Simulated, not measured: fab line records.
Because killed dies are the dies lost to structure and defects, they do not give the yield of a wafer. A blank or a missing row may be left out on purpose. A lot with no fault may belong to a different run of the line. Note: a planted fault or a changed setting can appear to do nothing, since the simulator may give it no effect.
Chamber matching :: flow n5 finfet :: 4 sister chambers for N5_BEOL_M0_SAQP_DESCUM_19 on rie diel-06
The step chemistry O2, time 7.9 s. 8 wafers are shown with their chamber, then 8 later ones without.

## WAFERS PAIRED WITH THEIR CHAMBERS
wafer: L076.5
chamber: 3
showerhead plenum p Torr (Torr): 2.01
throttle valve pct (%): 20.55

wafer: L077.4
chamber: 1
showerhead plenum p Torr (Torr): 2.11
throttle valve pct (%): 20.88

wafer: L086.5
chamber: 1
showerhead plenum p Torr (Torr): 2.11
throttle valve pct (%): 20.91

wafer: L086.6
chamber: 2
showerhead plenum p Torr (Torr): 2.16
throttle valve pct (%): 20.74

wafer: L087.2
chamber: 3
showerhead plenum p Torr (Torr): 2.00
throttle valve pct (%): 20.59

wafer: L087.3
chamber: 0
showerhead plenum p Torr (Torr): 2.20
throttle valve pct (%): 20.22

wafer: L087.5
chamber: 2
showerhead plenum p Torr (Torr): 2.16
throttle valve pct (%): 20.76

wafer: L089.3
chamber: 0
showerhead plenum p Torr (Torr): 2.20
throttle valve pct (%): 20.20

## WAFERS WITHOUT THEIR CHAMBER
wafer: L089.5
showerhead plenum p Torr (Torr): 2.00
throttle valve pct (%): 20.60

wafer: L089.6
showerhead plenum p Torr (Torr): 2.20
throttle valve pct (%): 20.21

wafer: L090.1
showerhead plenum p Torr (Torr): 2.00
throttle valve pct (%): 20.61

wafer: L090.5
showerhead plenum p Torr (Torr): 2.20
throttle valve pct (%): 20.21

wafer: L090.6
showerhead plenum p Torr (Torr): 2.10
throttle valve pct (%): 20.92

wafer: L091.1
showerhead plenum p Torr (Torr): 2.00
throttle valve pct (%): 20.60

wafer: L091.2
showerhead plenum p Torr (Torr): 2.16
throttle valve pct (%): 20.77

wafer: L091.4
showerhead plenum p Torr (Torr): 2.20
throttle valve pct (%): 20.21

## EACH ONE'S CHAMBER
wafer: L089.5
from the rows above: 3
in truth: 3

wafer: L089.6
from the rows above: 0
in truth: 0

wafer: L090.1
from the rows above: 3
in truth: 3

wafer: L090.5
from the rows above: 0
in truth: 0

wafer: L090.6
from the rows above: 1
in truth: 1

wafer: L091.1
from the rows above: 3
in truth: 3

wafer: L091.2
from the rows above: 2
in truth: 2

wafer: L091.4
from the rows above: 0
in truth: 0
Placed correctly: 8 of 8. From these rows, 0 cannot be placed. 0 placed wrongly.
How it was worked out, from the rows above alone: a wafer's distance from a chamber is the root of the sum, over the readings, of the square of ((its reading less the chamber's mean) divided by the reading's scatter). If the next closest chamber is less than 2 further off than the closest, the wafer can't be placed; otherwise it belongs to the closest. A chamber's mean is the mean of its shown wafers. The scatter: the root of (the sum of the squares of (reading less its chamber's mean) over the shown wafers, divided by (wafers less chambers)).
